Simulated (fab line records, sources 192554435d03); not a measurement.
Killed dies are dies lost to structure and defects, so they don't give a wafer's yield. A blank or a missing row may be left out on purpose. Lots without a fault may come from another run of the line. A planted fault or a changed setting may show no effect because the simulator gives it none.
Chamber matching | flow n5_finfet | N5_BEOL_M13_ETCH_68 on rie_diel-02: 4 sister chambers
The step etches SOC in N2/H2, time 355 s. 8 wafers are shown with their chamber, then 8 later ones without.

WAFERS WITH THEIR CHAMBER
wafer  | chamber | showerhead_plenum_p_Torr (Torr) | drypump_motor_current_A (A)
L077.5 | 2       | 2.34                            | 6.7
L083.1 | 2       | 2.34                            | 6.7
L083.6 | 0       | 2.68                            | 6.8
L089.1 | 1       | 2.62                            | 5.5
L091.1 | 3       | 2.41                            | 6.2
L091.3 | 0       | 2.67                            | 6.7
L091.4 | 1       | 2.62                            | 5.5
L094.2 | 3       | 2.40                            | 6.2

WAFERS WITHOUT THEIR CHAMBER
wafer  | showerhead_plenum_p_Torr (Torr) | drypump_motor_current_A (A)
L094.5 | 2.40                            | 6.2
L094.6 | 2.67                            | 6.7
L093.1 | 2.67                            | 6.7
L093.2 | 2.33                            | 6.7
L093.6 | 2.40                            | 6.2
L096.1 | 2.66                            | 6.7
L096.2 | 2.40                            | 6.2
L096.6 | 2.62                            | 5.6

WHICH CHAMBER EACH WENT THROUGH
wafer  | from the rows above | in truth
L094.5 | 3                   | 3
L094.6 | 0                   | 0
L093.1 | 0                   | 0
L093.2 | 2                   | 2
L093.6 | 3                   | 3
L096.1 | 0                   | 0
L096.2 | 3                   | 3
L096.6 | 1                   | 1
Placed correctly: 8 of 8. Can't be placed from these rows: 0. Placed wrongly: 0.
How it was worked out, from the rows above alone: a wafer's distance from a chamber is the root of the sum, over the readings, of the square of ((its reading less the chamber's mean) divided by the reading's scatter). The wafer belongs to the nearest chamber; if the next one is less than 2 further off, it can't be placed. A chamber's mean is the mean of its shown wafers. The scatter: the root of (the sum of the squares of (reading less its chamber's mean) over the shown wafers, divided by (wafers less chambers)).
